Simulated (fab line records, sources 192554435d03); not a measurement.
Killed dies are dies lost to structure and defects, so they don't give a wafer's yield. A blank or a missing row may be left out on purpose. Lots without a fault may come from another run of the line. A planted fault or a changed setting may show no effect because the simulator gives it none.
A struck lot beside a sound one | flow n5_finfet | 16 steps out of a route of 1938
Sound: wafers L802.1, L802.5, L802.6. Struck: wafers L820.2, L820.3, L820.4. The cause comes at the end.
At each step with rows: each side's tool, then ch and its chambers, then its first start. Under that, the readings that differ: sound wafers | struck wafers | difference of the means | sigmas: that difference in standard deviations of wafers without a fault.
alike: readings whose means differ by less than 2 such deviations, and words and numbers that are the same on both sides. not compared: withheld readings, readings that some wafer has no value for, bounds like >300 that may hide the same value, and numbers for which the record gives no deviation and whose values overlap.
The two part at a step that has a row with sigmas, a row that says differs or no value, or rows on one side only. Numbers that don't overlap but have no deviation are shown without sigmas and don't part them. A reading that every wafer of one side lacks parts them only if that side has two wafers or more.

first, 6 steps without rows for these wafers: N5_BEOL_M2_COAT_05 (resist thk 30 nm); N5_BEOL_M2_EBR_07; N5_BEOL_M2_SOFTBAKE_06 (time 60 s); N5_BEOL_M2_EXPOSE_08 (exposes mask M2); N5_BEOL_M2_PEB_09 (peb time 60 s); N5_BEOL_M2_DEVELOP_10 (develop time 30 s).
N5_BEOL_M2_CD_MEAS_11: target cd 16.79 nm.
  sound on cd_sem-01 ch 0, day 6 22:45; struck on cd_sem-01 ch 0, day 11 12:23
  alike: cd_nm
N5_BEOL_M2_OVL_MEAS_12:
  sound on overlay-01 ch 0, day 6 22:47; struck on overlay-02 ch 0, day 11 12:26
  alike: M2_OVL
N5_BEOL_M2_INSPECT_13: inspects for defects (brightfield).
  sound on defect_inspect-01, day 6 22:50; struck on defect_inspect-02, day 11 12:29
  alike: raw_defect_count
N5_BEOL_M2_DESCUM_16: chemistry O2, time 7 s.
  sound on rie_diel-05 ch 0,2,3, day 6 22:53; struck on rie_diel-05 ch 1,2,3, day 11 12:31
  alike: drypump_motor_current_A, oes_product_au, rf_vpp_V, showerhead_plenum_p_Torr, throttle_valve_pct
  not compared: rf_hours_counter_h
N5_BEOL_M2_ETCH_74: etches underlayer in N2/H2, target depth 6.5 nm, time 5.2 s.
  sound on rie_diel-05 ch 0,2,3, day 6 22:55; struck on rie_diel-05 ch 1,2,3, day 11 12:33
  alike: bias_w, drypump_motor_current_A, etch_rf_on_time_s, oes_product_au, rf_vpp_V, showerhead_plenum_p_Torr, throttle_valve_pct
  not compared: rf_hours_counter_h
N5_BEOL_M2_ETCH_63: etches SiARC in CF4, target depth 15.6 nm, time 26 s.
  sound on rie_diel-05 ch 0,2,3, day 6 22:56; struck on rie_diel-05 ch 1,2,3, day 11 12:34
  alike: bias_w, cf4_flow_sccm, drypump_motor_current_A, etch_rf_on_time_s, oes_product_au, rf_vpp_V, showerhead_plenum_p_Torr, throttle_valve_pct
  not compared: rf_hours_counter_h
N5_BEOL_M2_ETCH_64: etches SOC in N2/H2, target depth 75 nm, overetch 22.5 nm, time 121.9 s.
  sound on rie_diel-05 ch 0,2,3, day 6 22:58; struck on rie_diel-05 ch 1,2,3, day 11 12:35
  reading                                    | sound             | struck            | difference | sigmas
  bias_w (W)                                 | 149.3 149.6 150.8 | 110.4 110.3 110.2 | -39.6      | -86
  rf_vpp_V (V)                               | 523.5 520.1 520.5 | 431.4 430.4 429.9 | -90.8      | -43
  model.SiARC_of_BEOL_M2_COAT_62.thk_nm (nm) | 6.2 6.6 6.4       | 8.2 8.2 8.6       | +1.9       |
  alike: drypump_motor_current_A, oes_product_au, showerhead_plenum_p_Torr, throttle_valve_pct
  not compared: rf_hours_counter_h
then, 1 step without rows for these wafers: N5_BEOL_M2_STRIP_65 (strips in N2/H2).
N5_BEOL_M4_RC_MEAS_101:
  sound on prober-01 ch 0, day 8 09:55; struck on prober-02 ch 0, day 12 21:13
  alike: DIBL_N, DIBL_P, IOFF_N, IOFF_P, ION_N, ION_P, SS_N, SS_P, VT_N, VT_P
N5_PASSIVATION_PROBE_49:
  the record has rows for the sound wafers here (prober-01, day 12 07:42) and none for the struck ones

WHERE THEY PART
First at N5_BEOL_M2_ETCH_64; last, within this record, at N5_PASSIVATION_PROBE_49.

WHY: what the simulator had put in
Process parameter drift: rie_diel-05, from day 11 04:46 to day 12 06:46, at N5_BEOL_M2_ETCH_64. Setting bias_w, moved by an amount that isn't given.
